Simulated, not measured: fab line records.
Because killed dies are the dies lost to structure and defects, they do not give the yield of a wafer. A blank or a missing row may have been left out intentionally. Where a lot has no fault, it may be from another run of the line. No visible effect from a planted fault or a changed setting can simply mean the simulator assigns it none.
Matching of chambers / flow nand-harc / NHARC_A_CHANNEL_HOLE_D1_ETCH_34 on rie-diel-11: 4 sister chambers
The step etches the open film in CF4/CHF3, target depth 154 nm, time 77 s. 4 wafers are shown with their chamber, then 8 later ones without.

EACH WAFER AND ITS CHAMBER
wafer=L393.4; chamber=2; drypump-motor-current-A (A)=5.2
wafer=L395.1; chamber=1; drypump-motor-current-A (A)=6.0
wafer=L397.2; chamber=0; drypump-motor-current-A (A)=5.5
wafer=L397.4; chamber=3; drypump-motor-current-A (A)=6.0

WAFERS WITHOUT THEIR CHAMBER
wafer=L397.6; drypump-motor-current-A (A)=6.0
wafer=L398.2; drypump-motor-current-A (A)=5.2
wafer=L398.4; drypump-motor-current-A (A)=5.5
wafer=L398.6; drypump-motor-current-A (A)=5.9
wafer=L404.3; drypump-motor-current-A (A)=5.5
wafer=L411.3; drypump-motor-current-A (A)=6.0
wafer=L411.4; drypump-motor-current-A (A)=6.0
wafer=L411.6; drypump-motor-current-A (A)=5.5

WHICH CHAMBER EACH ONE RAN IN
wafer=L397.6; from the rows above=can't be placed: 1 or 3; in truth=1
wafer=L398.2; from the rows above=2; in truth=2
wafer=L398.4; from the rows above=0; in truth=0
wafer=L398.6; from the rows above=can't be placed: 1 or 3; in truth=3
wafer=L404.3; from the rows above=0; in truth=0
wafer=L411.3; from the rows above=can't be placed: 1 or 3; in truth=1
wafer=L411.4; from the rows above=can't be placed: 1 or 3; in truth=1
wafer=L411.6; from the rows above=0; in truth=0
Correct placement for 4 of the 8. These rows do not allow placing 4 (true chamber among the candidates in 4). 0 placed wrongly.
How it was worked out, from the rows above alone: a wafer's distance from a chamber is the root of the sum, over the readings, of the square of ((its reading less the chamber's mean) divided by the reading's scatter). The wafer belongs to the nearest chamber; if the next one is less than 2 further off, it can't be placed. A chamber's mean is the mean of its shown wafers. The scatter: root of mean squared gap, hidden wafer to nearest shown wafer, with one shown wafer a chamber.
